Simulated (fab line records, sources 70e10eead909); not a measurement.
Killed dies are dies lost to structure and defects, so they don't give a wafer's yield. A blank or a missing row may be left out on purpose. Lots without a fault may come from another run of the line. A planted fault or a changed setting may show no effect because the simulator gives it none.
Which tool did it? | flow nand_harc | 11 lots, 32 wafers sampled, at 4 steps of a route of 1302

WHAT THE GAUGES READ, wafer by wafer
The record holds no reading of a measuring or inspecting step that can be judged against a usual standard deviation.

WHICH TOOL RAN EACH LOT (tool, then ch and the chambers of the sampled wafers, then the start)
lot  | NHARC_P_ZERO_WELL_SOFTBAKE_06     | NHARC_P_GATE_DESCUM_13             | NHARC_P_GATE_DESCUM_93             | NHARC_P_CONTACT_STRIP_28
L562 | litho_track-03 ch 0, day 2 06:00  | rie_diel-03 ch 0,1,3, day 4 18:35  | rie_diel-03 ch 0,1,3, day 6 00:40  | rie_diel-07 ch 1,2, day 6 06:19
L564 | litho_track-05 ch 0, day 3 02:00  | rie_diel-11 ch 0,1,2, day 5 20:49  | rie_diel-06 ch 0,1,2, day 7 01:34  | rie_diel-12 ch 0,1,3, day 7 07:34
L565 | litho_track-07 ch 0, day 3 12:00  | rie_diel-03 ch 0,2, day 5 20:40    | rie_diel-03 ch 1,2,3, day 7 04:16  | rie_diel-02 ch 0,1, day 7 10:03
L567 | litho_track-03 ch 0, day 4 08:00  | rie_diel-06 ch 0,1,2, day 6 20:25  | rie_diel-06 ch 1,3, day 8 07:08    | rie_diel-02 ch 1,2,3, day 8 13:02
L568 | litho_track-05 ch 0, day 4 18:00  | rie_diel-03 ch 0,1,3, day 7 03:59  | rie_diel-11 ch 1,2,3, day 8 09:38  | rie_diel-12 ch 0,2,3, day 8 15:18
L569 | litho_track-07 ch 0, day 5 04:00  | rie_diel-11 ch 0,3, day 7 18:20    | rie_diel-11 ch 1,2,3, day 9 02:35  | rie_diel-02 ch 0,1,3, day 9 09:11
L572 | litho_track-03 ch 0, day 6 10:00  | rie_diel-11 ch 1,3, day 8 21:53    | rie_diel-06 ch 0,1, day 10 07:43   | rie_diel-07 ch 0,3, day 10 13:17
L573 | litho_track-03 ch 0, day 6 20:00  | rie_diel-03 ch 0,1,2, day 9 06:34  | rie_diel-03 ch 0,1, day 10 13:38   | rie_diel-07 ch 0,1,3, day 10 19:11
L579 | litho_track-03 ch 0, day 9 08:00  | rie_diel-11 ch 1,3, day 12 05:28   | rie_diel-06 ch 0,3, day 13 12:13   | rie_diel-07 ch 0,1, day 13 18:05
L583 | litho_track-05 ch 0, day 11 00:00 | rie_diel-11 ch 1,2,3, day 13 11:11 | rie_diel-11 ch 1,2,3, day 14 21:50 | rie_diel-02 ch 1,2,3, day 15 03:29
L584 | litho_track-07 ch 0, day 11 10:00 | rie_diel-03 ch 1,3, day 14 00:17   | rie_diel-06 ch 0,1,3, day 15 09:09 | rie_diel-02 ch 0,3, day 15 15:28
- NHARC_P_ZERO_WELL_SOFTBAKE_06: time 70 s.
- NHARC_P_GATE_DESCUM_13: chemistry O2, time 3 s.
- NHARC_P_GATE_DESCUM_93: chemistry O2, time 3 s.
- NHARC_P_CONTACT_STRIP_28: strips in O2.

WHAT THE TOOLS THEMSELVES READ (means of the sampled wafers that have a number; where no wafer has one, the mark that the record gives instead)
NHARC_P_ZERO_WELL_SOFTBAKE_06.
lot  | tool           | heater_power_total_W (W) | resist_line_temp_C (C)
L562 | litho_track-03 | 200.5                    | 23.06
L564 | litho_track-05 | 200.9                    | 23.02
L565 | litho_track-07 | 200.2                    | 22.85
L567 | litho_track-03 | 199.7                    | 23.05
L568 | litho_track-05 | 201.6                    | 22.83
L569 | litho_track-07 | 200.0                    | 23.05
L572 | litho_track-03 | 201.5                    | 22.99
L573 | litho_track-03 | 200.5                    | 22.90
L579 | litho_track-03 | 226.6                    | 22.98
L583 | litho_track-05 | 200.5                    | 23.08
L584 | litho_track-07 | 199.8                    | 23.07

NHARC_P_GATE_DESCUM_13.
lot  | tool        | chamber_pressure_mTorr (mTorr) | drypump_motor_current_A (A) | oes_product_au (a.u.) | rf_vpp_V (V) | showerhead_plenum_p_Torr (Torr) | throttle_valve_pct (%)
L562 | rie_diel-03 | 59.96                          | 5.8                         | 1.010                 | 58.8         | 1.95                            | 11.311
L564 | rie_diel-11 | 60.01                          | 5.6                         | 1.007                 | 57.1         | 1.98                            | 11.309
L565 | rie_diel-03 | 60.00                          | 6.1                         | 0.994                 | 58.1         | 1.85                            | 11.310
L567 | rie_diel-06 | 60.02                          | 5.5                         | 1.013                 | 58.5         | 2.01                            | 11.309
L568 | rie_diel-03 | 60.02                          | 5.8                         | 0.997                 | 58.3         | 1.95                            | 11.315
L569 | rie_diel-11 | 60.02                          | 5.6                         | 1.002                 | 57.5         | 1.86                            | 11.311
L572 | rie_diel-11 | 59.96                          | 5.8                         | 1.009                 | 58.3         | 1.97                            | 11.311
L573 | rie_diel-03 | 59.96                          | 5.7                         | 0.999                 | 57.3         | 1.89                            | 11.310
L579 | rie_diel-11 | 60.09                          | 5.7                         | 1.003                 | 57.2         | 1.94                            | 11.314
L583 | rie_diel-11 | 59.94                          | 5.5                         | 1.004                 | 58.4         | 1.97                            | 11.311
L584 | rie_diel-03 | 59.96                          | 5.5                         | 0.993                 | 57.5         | 1.99                            | 11.310

NHARC_P_GATE_DESCUM_93.
lot  | tool        | chamber_pressure_mTorr (mTorr) | drypump_motor_current_A (A) | oes_product_au (a.u.) | rf_vpp_V (V) | showerhead_plenum_p_Torr (Torr) | throttle_valve_pct (%)
L562 | rie_diel-03 | 59.98                          | 5.8                         | 0.995                 | 57.8         | 1.95                            | 11.314
L564 | rie_diel-06 | 59.95                          | 5.5                         | 1.010                 | 57.6         | 2.01                            | 11.312
L565 | rie_diel-03 | 59.96                          | 5.5                         | 0.990                 | 58.2         | 1.96                            | 11.312
L567 | rie_diel-06 | 60.02                          | 5.9                         | 1.008                 | 57.8         | 2.04                            | 11.314
L568 | rie_diel-11 | 60.01                          | 5.5                         | 1.005                 | 58.0         | 1.98                            | 11.308
L569 | rie_diel-11 | 60.04                          | 5.5                         | 0.996                 | 57.4         | 1.98                            | 11.313
L572 | rie_diel-06 | 59.97                          | 5.4                         | 1.000                 | 57.5         | 2.00                            | 11.299
L573 | rie_diel-03 | 60.00                          | 5.7                         | 1.003                 | 57.6         | 1.91                            | 11.309
L579 | rie_diel-06 | 60.00                          | 5.3                         | 1.003                 | 56.9         | 2.01                            | 11.309
L583 | rie_diel-11 | 60.00                          | 5.5                         | 0.993                 | 57.2         | 1.97                            | 11.312
L584 | rie_diel-06 | 59.98                          | 5.6                         | 1.001                 | 58.3         | 2.02                            | 11.319

NHARC_P_CONTACT_STRIP_28.
lot  | tool        | chamber_pressure_mTorr (mTorr) | drypump_motor_current_A (A) | oes_product_au (a.u.) | rf_vpp_V (V) | showerhead_plenum_p_Torr (Torr) | throttle_valve_pct (%)
L562 | rie_diel-07 | 59.97                          | 6.0                         | 0.991                 | 57.6         | 3.54                            | 17.037
L564 | rie_diel-12 | 59.98                          | 5.2                         | 1.005                 | 58.3         | 3.65                            | 17.037
L565 | rie_diel-02 | 60.00                          | 5.7                         | 1.008                 | 57.3         | 3.57                            | 17.034
L567 | rie_diel-02 | 60.03                          | 5.9                         | 0.995                 | 59.5         | 3.69                            | 17.037
L568 | rie_diel-12 | 59.99                          | 5.5                         | 1.001                 | 58.2         | 3.59                            | 17.045
L569 | rie_diel-02 | 60.03                          | 5.8                         | 1.009                 | 57.9         | 3.64                            | 17.030
L572 | rie_diel-07 | 60.03                          | 5.7                         | 0.995                 | 58.3         | 3.64                            | 17.041
L573 | rie_diel-07 | 59.98                          | 5.6                         | 1.003                 | 59.3         | 3.67                            | 17.037
L579 | rie_diel-07 | 60.00                          | 5.3                         | 0.994                 | 59.5         | 3.71                            | 17.038
L583 | rie_diel-02 | 60.04                          | 5.9                         | 1.001                 | 58.4         | 3.69                            | 17.039
L584 | rie_diel-02 | 60.01                          | 5.7                         | 1.007                 | 58.6         | 3.59                            | 17.042

THE ANSWER, worked out from the rows above alone
Rule: what is usual is taken from the lots themselves. Put in order of their means at a reading, lots are off if they are a third of the lots or fewer, leave a main group of 4 or more, and stand apart from it by a gap of 3 or more times the standard deviation of the main group's means; of several such gaps the widest counts. A main group whose means are all the same, to the digits that the tables above print for the reading, isn't used. A lot without any number at a reading at which 4 lots or more have one is off too. The other lots that the step has rows for count as sound. The gauges are gone through in route order, then the tools' own readings, and for those a lot's mean is taken as printed above. The first step at which some lot is off is used, and at that step the reading that is off furthest; a lot without a number counts as furthest.
Off: L579, at NHARC_P_ZERO_WELL_SOFTBAKE_06 (heater_power_total_W). The main group: mean 200.5 W, standard deviation 0.62.
A tool fits if, at that step or a process step before it, it ran every lot that is off, and no sound lot after the first of them. One fits: litho_track-03 at NHARC_P_ZERO_WELL_SOFTBAKE_06. Its last sound lot is L573 (day 6 20:00), its first lot that is off L579 (day 9 08:00): a fault that began between those two fits.
The tool's own readings at NHARC_P_ZERO_WELL_SOFTBAKE_06 bear it out: on the lots that are off they differ by more than 5 times the standard deviation of the sound lots' means. heater_power_total_W reads 226.6 W there against 200.5 W on the sound lots.

WHAT THE SIMULATOR HAD PUT IN
Process parameter drift: litho_track-03, from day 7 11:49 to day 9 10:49, at NHARC_P_ZERO_WELL_SOFTBAKE_06. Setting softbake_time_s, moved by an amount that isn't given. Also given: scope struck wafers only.
Lots struck among those shown: L579. The rule above found the same.
